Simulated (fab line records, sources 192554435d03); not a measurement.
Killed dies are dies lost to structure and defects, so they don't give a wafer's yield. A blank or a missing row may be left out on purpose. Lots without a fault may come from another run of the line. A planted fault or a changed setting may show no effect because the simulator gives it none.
Split-lot experiment | flow n5_finfet | 7 lots, 21 wafers read, on a route of 1938 steps

THE SPLIT
At N5_BEOL_M10_VIA_ETCH_34 (etches SiCOH lowk in C4F6/O2, target depth 184.5 nm, time 69.2 s), the setting time_s was moved away from the recipe's 69.2 s on 5 of the 21 wafers read, by +10.4% to +15.7%. The other wafers ran this setting at the recipe's value.

The reading is taken at the split's own step.

THE READING
etch.depth_nm (the simulator's own value, which no gauge read), in nm, at N5_BEOL_M10_VIA_ETCH_34 (etches SiCOH lowk in C4F6/O2, target depth 184.5 nm, time 69.2 s). The file gives no usual value for it. The 16 wafers here that ran the recipe average 185.0 nm, standard deviation 3.6 nm.

wafer  | tool, chamber at the split | time_s as run, s | against the recipe | etch.depth_nm, nm | against lot-mates on the recipe
L078.1 | rie_diel-05, 1             | 69.2             | recipe             | 186               | -
L078.3 | rie_diel-05, 0             | 69.2             | recipe             | 181.8             | -
L078.4 | rie_diel-05, 3             | 69.2             | recipe             | 179.3             | -
L081.3 | rie_diel-05, 3             | 69.2             | recipe             | 180.5             | -
L081.4 | rie_diel-05, 0             | 69.2             | recipe             | 183.5             | -
L081.6 | rie_diel-05, 3             | 69.2             | recipe             | 181               | -
L084.1 | rie_diel-04, 3             | 69.2             | recipe             | 188.8             | -
L084.4 | rie_diel-04, 2             | 69.2             | recipe             | 187.4             | -
L084.5 | rie_diel-04, 1             | 76.39            | +10.4%             | 204.6             | +16.5
L083.2 | rie_diel-04, 0             | 77.96            | +12.7%             | 203.9             | +16.0
L083.3 | rie_diel-04, 2             | 69.2             | recipe             | 189               | -
L083.4 | rie_diel-04, 1             | 69.2             | recipe             | 186.8             | -
L085.2 | rie_diel-04, 1             | 69.2             | recipe             | 186.8             | -
L085.4 | rie_diel-04, 3             | 80.06            | +15.7%             | 216.8             | +29.0
L085.5 | rie_diel-04, 2             | 69.2             | recipe             | 188.8             | -
L095.1 | rie_diel-05, 0             | 77.97            | +12.7%             | 204               | +23.8
L095.4 | rie_diel-05, 2             | 77.97            | +12.7%             | 207.4             | +27.2
L095.6 | rie_diel-05, 3             | 69.2             | recipe             | 180.2             | -
L097.1 | rie_diel-04, 3             | 69.2             | recipe             | 188.3             | -
L097.2 | rie_diel-04, 2             | 69.2             | recipe             | 189.8             | -
L097.4 | rie_diel-04, 0             | 69.2             | recipe             | 181.2             | -

THE FIT
A straight line over all 21 wafers: etch.depth_nm changes by +1.76 nm for each +1% of time_s; r = +0.94; the points scatter about the line by 3.6 nm.
The same after taking each lot's own level away (the mean of its wafers on the recipe; 21 wafers): +1.77 nm for each +1%; r = +0.97; scatter 2.8 nm.
On that fit, the largest move of time_s shifts the reading by 28 nm.
The lots' own levels span 180.20 to 188.10 nm, that is 2.2 times the standard deviation above.
So the lot-to-lot level changes the slope little: the two slopes agree.
Check: with one of the wafers moved furthest among these (+15.7%) left out of the fit, the line predicts +27.2 nm for it against its lot-mates. It came out at +29 nm against them.

OTHER SPLITS ON THESE WAFERS
These wafers also went through other splits before the reading. Each is held against what the fit with the lots' levels taken away leaves over:
other split on the same wafers | wafers away from the commonest value | r with etch.depth_nm (lot level and that fit taken away)
N5_BEOL_M8_ILD_DEP_00 time_s   | 7                                    | -0.16
N5_BEOL_M8_PECVD_70 temp_c     | 3                                    | -0.10

THE FILE'S OWN FIT
etch.depth_nm changes by +1.71 nm for each +1% of time_s, r = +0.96.
